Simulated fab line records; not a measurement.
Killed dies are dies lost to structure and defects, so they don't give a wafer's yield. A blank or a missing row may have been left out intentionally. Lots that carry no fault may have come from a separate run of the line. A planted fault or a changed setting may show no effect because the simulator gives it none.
Which tool is to blame? :: flow n5 finfet :: 12 lots (36 wafers sampled), 1 step of a 1938-step route

## WHAT EACH GAUGE READ, for each wafer
N5_FIN_CUT_OVL_MEAS_09.
lot: L075
measured: day 2 08:47
on: overlay-02
FIN_CUT_OVL (nm): -0.8 -1.0 -1.8

lot: L077
measured: day 2 22:03
on: overlay-01
FIN_CUT_OVL (nm): 0.8 1.0 0.0

lot: L079
measured: day 3 09:07
on: overlay-01
FIN_CUT_OVL (nm): 0.8 -0.4 -0.2

lot: L081
measured: day 4 04:22
on: overlay-02
FIN_CUT_OVL (nm): -0.1 0.4 0.1

lot: L083
measured: day 4 09:14
on: overlay-01
FIN_CUT_OVL (nm): -0.1 -0.8 -0.8

lot: L085
measured: day 4 21:22
on: overlay-01
FIN_CUT_OVL (nm): -0.5 0.9 -0.2

lot: L087
measured: day 5 09:07
on: overlay-02
FIN_CUT_OVL (nm): 0.8 -0.2 0.3

lot: L089
measured: day 5 20:17
on: overlay-01
FIN_CUT_OVL (nm): -0.9 -2.0 -1.5

lot: L091
measured: day 6 08:53
on: overlay-01
FIN_CUT_OVL (nm): 0.3 -0.8 0.4

lot: L093
measured: day 6 20:40
on: overlay-01
FIN_CUT_OVL (nm): -0.5 0.2 -0.5

lot: L095
measured: day 7 10:29
on: overlay-01
FIN_CUT_OVL (nm): 0.1 -1.1 0.2

lot: L097
measured: day 7 21:45
on: overlay-01
FIN_CUT_OVL (nm): 0.5 -0.3 -0.1

## TOOL THAT RAN EACH LOT (tool first, then ch and the chambers of the sampled wafers, then the start)
No process step before these readings appears in the record.

## THE ANSWER, worked out from the rows above alone
Rule: the lots themselves supply what counts as usual. Put in order of their means at a reading, lots are off if they are a third of the lots or fewer, leave a main group of 4 or more, and stand apart from it by a gap of 3 or more times the standard deviation of the main group's means; of several such gaps the widest counts. A main group whose means are all the same, to the digits that the tables above print for the reading, isn't used. Also off: a lot with no number at a reading for which 4 or more lots have one. Where the step has rows for the other lots, those lots are counted as sound.
Across all readings shown, no lot is off: no conclusion can be drawn from this.

## WHAT THE SIMULATOR PUT IN
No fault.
